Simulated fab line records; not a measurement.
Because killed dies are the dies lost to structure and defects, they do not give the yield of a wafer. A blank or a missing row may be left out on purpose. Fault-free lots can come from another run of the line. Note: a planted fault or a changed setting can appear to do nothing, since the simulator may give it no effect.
Which tool is to blame? + flow nand_harc + 72 wafers from 24 lots sampled at 3 of the route's 1159 steps

## WHAT THE GAUGES READ, wafer by wafer
NHARC_A_SLIT_CD_MEAS_09: the cd target is 300 nm.
| lot  | measured     | on        | cd_nm (nm)        |
|------|--------------|-----------|-------------------|
| L074 | day 14 10:59 | cd_sem-02 | 300.8 301.4 301.2 |
| L076 | day 14 11:46 | cd_sem-02 | 300.5 299.8 300.2 |
| L075 | day 14 12:41 | cd_sem-02 | 300.3 300.2 301.0 |
| L078 | day 15 01:56 | cd_sem-03 | 300.1 301.2 300.3 |
| L077 | day 15 01:47 | cd_sem-03 | 298.6 300.1 299.6 |
| L079 | day 15 06:24 | cd_sem-02 | 299.6 299.1 299.5 |
| L082 | day 16 08:46 | cd_sem-02 | 299.8 300.2 300.1 |
| L080 | day 16 16:11 | cd_sem-01 | 299.9 300.4 300.3 |
| L081 | day 16 21:27 | cd_sem-01 | 300.4 300.3 300.3 |
| L083 | day 16 22:40 | cd_sem-02 | 300.8 300.4 299.7 |
| L084 | day 16 23:10 | cd_sem-02 | 300.0 300.3 300.9 |
| L086 | day 17 10:32 | cd_sem-03 | 298.8 299.4 300.4 |
| L085 | day 17 11:05 | cd_sem-02 | 300.3 300.1 300.8 |
| L087 | day 17 11:42 | cd_sem-01 | 300.1 299.4 299.6 |
| L088 | day 17 22:10 | cd_sem-01 | 300.4 298.9 300.2 |
| L089 | day 17 22:44 | cd_sem-01 | 299.9 300.8 300.9 |
| L090 | day 18 06:56 | cd_sem-03 | 299.6 298.9 300.7 |
| L091 | day 18 08:05 | cd_sem-02 | 300.8 300.8 301.6 |
| L094 | day 19 02:19 | cd_sem-02 | 299.8 299.2 300.2 |
| L095 | day 19 11:56 | cd_sem-03 | 300.6 300.7 301.3 |
| L092 | day 19 12:28 | cd_sem-02 | 301.4 300.7 301.1 |
| L093 | day 19 23:37 | cd_sem-03 | 300.8 300.8 300.4 |
| L096 | day 20 06:54 | cd_sem-02 | 301.5 300.3 301.0 |
| L097 | day 20 21:23 | cd_sem-03 | 299.9 301.0 301.4 |

## TOOL THAT RAN EACH LOT (tool first, then ch and the chambers of the sampled wafers, then the start)
| lot  | NHARC_A_SLIT_DEP_00           | NHARC_A_SLIT_DEP_23             |
|------|-------------------------------|---------------------------------|
| L074 | acl_dep-03 ch 0, day 14 08:18 | pecvd-02 ch 0,1, day 14 10:18   |
| L076 | acl_dep-01 ch 0, day 14 09:02 | pecvd-04 ch 0,1,2, day 14 11:03 |
| L075 | acl_dep-02 ch 0, day 14 10:40 | pecvd-01 ch 0,1,2, day 14 12:02 |
| L078 | acl_dep-03 ch 0, day 14 23:15 | pecvd-04 ch 0,1, day 15 01:17   |
| L077 | acl_dep-02 ch 0, day 14 23:46 | pecvd-04 ch 0,2, day 15 01:05   |
| L079 | acl_dep-03 ch 0, day 15 04:02 | pecvd-04 ch 0,1, day 15 05:43   |
| L082 | acl_dep-01 ch 0, day 16 06:54 | pecvd-02 ch 0,1,2, day 16 08:14 |
| L080 | acl_dep-01 ch 0, day 16 13:31 | pecvd-04 ch 0,2, day 16 15:34   |
| L081 | acl_dep-03 ch 0, day 16 19:54 | pecvd-02 ch 0,1,2, day 16 20:59 |
| L083 | acl_dep-02 ch 0, day 16 20:01 | pecvd-02 ch 0,2, day 16 21:59   |
| L084 | acl_dep-01 ch 0, day 16 20:29 | pecvd-02 ch 1,2, day 16 22:31   |
| L086 | acl_dep-02 ch 0, day 17 08:08 | pecvd-02 ch 1,2, day 17 09:59   |
| L085 | acl_dep-01 ch 0, day 17 08:53 | pecvd-04 ch 0,2, day 17 10:31   |
| L087 | acl_dep-03 ch 0, day 17 08:59 | pecvd-04 ch 0,1,2, day 17 11:01 |
| L088 | acl_dep-02 ch 0, day 17 19:31 | pecvd-04 ch 0,2, day 17 21:36   |
| L089 | acl_dep-01 ch 0, day 17 20:12 | pecvd-02 ch 1,2, day 17 22:11   |
| L090 | acl_dep-01 ch 0, day 18 04:17 | pecvd-02 ch 0,1,2, day 18 06:16 |
| L091 | acl_dep-02 ch 0, day 18 06:13 | pecvd-02 ch 1,2, day 18 07:35   |
| L094 | acl_dep-03 ch 0, day 18 23:37 | pecvd-04 ch 1,2, day 19 01:42   |
| L095 | acl_dep-01 ch 0, day 19 09:22 | pecvd-01 ch 0,1, day 19 11:22   |
| L092 | acl_dep-02 ch 0, day 19 10:13 | pecvd-02 ch 0,2, day 19 11:53   |
| L093 | acl_dep-02 ch 0, day 19 22:02 | pecvd-02 ch 0,1,2, day 19 23:08 |
| L096 | acl_dep-02 ch 0, day 20 04:53 | pecvd-01 ch 1,2, day 20 06:14   |
| L097 | acl_dep-02 ch 0, day 20 18:42 | pecvd-02 ch 1,2, day 20 20:44   |
- NHARC_A_SLIT_DEP_00: deposits aC, target thk 3200 nm.
- NHARC_A_SLIT_DEP_23: deposits SiON, target thk 100 nm.

## AS READ BY THE TOOLS THEMSELVES (means over the sampled wafers that have a number; for cases with no such wafer, the mark the record gives instead)
NHARC_A_SLIT_DEP_00.
| lot  | tool       | throttle_valve_pct (%) |
|------|------------|------------------------|
| L074 | acl_dep-03 | 35.006                 |
| L076 | acl_dep-01 | 34.993                 |
| L075 | acl_dep-02 | 34.999                 |
| L078 | acl_dep-03 | 35.008                 |
| L077 | acl_dep-02 | 34.994                 |
| L079 | acl_dep-03 | 34.999                 |
| L082 | acl_dep-01 | 34.993                 |
| L080 | acl_dep-01 | 34.999                 |
| L081 | acl_dep-03 | 34.999                 |
| L083 | acl_dep-02 | 35.000                 |
| L084 | acl_dep-01 | 35.013                 |
| L086 | acl_dep-02 | 35.006                 |
| L085 | acl_dep-01 | 34.999                 |
| L087 | acl_dep-03 | 35.000                 |
| L088 | acl_dep-02 | 35.006                 |
| L089 | acl_dep-01 | 35.005                 |
| L090 | acl_dep-01 | 34.993                 |
| L091 | acl_dep-02 | 35.008                 |
| L094 | acl_dep-03 | 35.003                 |
| L095 | acl_dep-01 | 34.998                 |
| L092 | acl_dep-02 | 35.001                 |
| L093 | acl_dep-02 | 35.000                 |
| L096 | acl_dep-02 | 34.999                 |
| L097 | acl_dep-02 | 35.005                 |

NHARC_A_SLIT_DEP_23.
| lot  | tool     | heater_power_w (W) |
|------|----------|--------------------|
| L074 | pecvd-02 | 761                |
| L076 | pecvd-04 | 742                |
| L075 | pecvd-01 | 804                |
| L078 | pecvd-04 | 777                |
| L077 | pecvd-04 | 734                |
| L079 | pecvd-04 | 703                |
| L082 | pecvd-02 | 748                |
| L080 | pecvd-04 | 735                |
| L081 | pecvd-02 | 770                |
| L083 | pecvd-02 | 781                |
| L084 | pecvd-02 | 727                |
| L086 | pecvd-02 | 673                |
| L085 | pecvd-04 | 668                |
| L087 | pecvd-04 | 702                |
| L088 | pecvd-04 | 687                |
| L089 | pecvd-02 | 665                |
| L090 | pecvd-02 | 748                |
| L091 | pecvd-02 | 738                |
| L094 | pecvd-04 | 728                |
| L095 | pecvd-01 | 833                |
| L092 | pecvd-02 | 736                |
| L093 | pecvd-02 | 729                |
| L096 | pecvd-01 | 826                |
| L097 | pecvd-02 | 757                |

## THE ANSWER, worked out from the rows above alone
Rule: usual is defined by the lots themselves. Put in order of their means at a reading, lots are off if they are a third of the lots or fewer, leave a main group of 4 or more, and stand apart from it by a gap of 3 or more times the standard deviation of the main group's means; of several such gaps the widest counts. The tables above print the reading to a certain number of digits; a main group whose means all agree to those digits is not used. A lot without any number at a reading at which 4 lots or more have one is off too. Any other lot the step has rows for is counted as sound. Order of review: gauges by route order, followed by the tools' own readings, for which a lot's mean as printed above is used. The first step at which some lot is off is used, and at that step the reading that is off furthest; a lot without a number counts as furthest.
None of the lots is off at any reading shown; this tells nothing.

## WHAT HAD BEEN PUT IN BY THE SIMULATOR
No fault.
